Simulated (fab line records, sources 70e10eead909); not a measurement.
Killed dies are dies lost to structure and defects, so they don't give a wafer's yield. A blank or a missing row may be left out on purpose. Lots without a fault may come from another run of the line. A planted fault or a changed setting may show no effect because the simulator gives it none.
A struck lot beside a sound one | flow nand_harc | 15 steps out of a route of 1159
Sound: wafers L338.1, L338.2, L338.6. Struck: wafers L352.2, L352.4, L352.6. The cause comes at the end.
At each step with rows: each side's tool, then ch and its chambers, then its first start. Under that, the readings that differ: sound wafers | struck wafers | difference of the means | sigmas: that difference in standard deviations of wafers without a fault.
alike: readings whose means differ by less than 2 such deviations, and words and numbers that are the same on both sides. not compared: withheld readings, readings that some wafer has no value for, bounds like >300 that may hide the same value, and numbers for which the record gives no deviation and whose values overlap.
The two part at a step that has a row with sigmas, a row that says differs or no value, or rows on one side only. Numbers that don't overlap but have no deviation are shown without sigmas and don't part them. A reading that every wafer of one side lacks parts them only if that side has two wafers or more.

first, 5 steps without rows for these wafers: NHARC_A_BONDPAD_SOFTBAKE_04 (time 70 s); NHARC_A_BONDPAD_EBR_05; NHARC_A_BONDPAD_EXPOSE_06 (exposes mask A BPAD); NHARC_A_BONDPAD_PEB_07 (peb time 80 s); NHARC_A_BONDPAD_DEVELOP_08 (time 50 s).
NHARC_A_BONDPAD_CD_MEAS_09: target cd 500 nm.
  sound on cd_sem-01 ch 0, day 18 11:16; struck on cd_sem-02 ch 0, day 21 22:34
  alike: cd_nm
NHARC_A_BONDPAD_OVL_MEAS_35:
  sound on overlay-02, day 18 11:21; struck on overlay-02, day 21 22:40
  alike: overlay_x_nm, overlay_y_nm
then, 1 step without rows for these wafers: NHARC_A_BONDPAD_HARDBAKE_10 (time 65 s).
NHARC_A_BONDPAD_DESCUM_11: chemistry O2, time 3 s.
  sound on rie_diel-03 ch 0,2, day 18 11:29; struck on rie_diel-03 ch 1,3, day 21 22:47
  alike: drypump_motor_current_A, oes_product_au, rf_vpp_V, showerhead_plenum_p_Torr, throttle_valve_pct
  not compared: rf_hours_counter_h
NHARC_A_BONDPAD_ETCH_34: etches the open film in N2/H2, target depth 60 nm, overetch 18 nm, time 65.91 s.
  sound on rie_diel-03 ch 0,3, day 18 11:34; struck on rie_diel-03 ch 1,3, day 21 22:52
  alike: drypump_motor_current_A, n2_flow_sccm, oes_product_au, rf_vpp_V, showerhead_plenum_p_Torr, throttle_valve_pct
  not compared: rf_hours_counter_h
NHARC_A_BONDPAD_ETCH_12: etches the open film in CHF3/O2, target depth 220 nm, time 110 s.
  sound on rie_diel-03 ch 1,2,3; struck on rie_diel-03 ch 0,1,3
  alike: drypump_motor_current_A, oes_product_au, rf_vpp_V, showerhead_plenum_p_Torr, throttle_valve_pct
  not compared: rf_hours_counter_h
NHARC_A_BONDPAD_CD_MEAS_13:
  sound on cd_sem-01, day 18 11:47; struck on cd_sem-02, day 21 23:06
  alike: cd_nm
NHARC_A_BONDPAD_STRIP_15: strips in O2.
  sound on rie_diel-03 ch 0,3, day 18 11:52; struck on rie_diel-03 ch 0,3, day 21 23:10
  reading                        | sound             | struck            | difference | sigmas
  chamber_pressure_mTorr (mTorr) | 60.00 60.05 59.97 | 50.59 50.61 50.60 | -9.41      | -99 or more
  alike: drypump_motor_current_A, oes_product_au, rf_vpp_V, showerhead_plenum_p_Torr, throttle_valve_pct
  not compared: rf_hours_counter_h
NHARC_A_BONDPAD_ETCH_24: etches the open film in CF4/N2, target depth 30 nm, time 72.99 s.
  sound on rie_diel-03 ch 0,1,3; struck on rie_diel-03 ch 1,3
  alike: drypump_motor_current_A, n2_flow_sccm, oes_product_au, rf_vpp_V, showerhead_plenum_p_Torr, throttle_valve_pct
  not compared: rf_hours_counter_h
NHARC_END_SORT_01:
  sound on prober-02 ch 0, day 21 05:07; struck on prober-02 ch 0, day 23 04:46
  reading                  | sound          | struck         | difference | sigmas
  defect_limited_yield (%) | 98.2 96.8 97.5 | 93.6 91.7 93.5 | -4.6       | -3
  killed_at_array          | 8 20 12        | 39 52 39       | +30        | +3
  killed_dies              | 12 22 17       | 43 56 44       | +31        | +3
  sort_bin_2_pct (%)       | 0.3 1.0 0.4    | 2.5 3.1 1.8    | +1.9       | +3
  sort_bin_4_pct (%)       | 1.3 2.1 1.9    | 3.2 4.1 4.7    | +2.2       | +2
  sort_n_pass              | 665 655 660    | 634 621 633    | -31        | -3
  sort_yield_pct (%)       | 98.2 96.8 97.5 | 93.6 91.7 93.5 | -4.6       | -3
  alike: killed_at_other, killed_at_periphery, killed_open, killed_short, sort_bin_3_pct, sort_rim_yield_pct

WHERE THEY PART
First at NHARC_A_BONDPAD_STRIP_15; last, within this record, at NHARC_END_SORT_01.

WHY: what the simulator had put in
Process parameter drift: rie_diel-03, from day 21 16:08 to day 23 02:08, at NHARC_A_BONDPAD_STRIP_15. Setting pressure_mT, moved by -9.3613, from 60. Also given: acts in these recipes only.
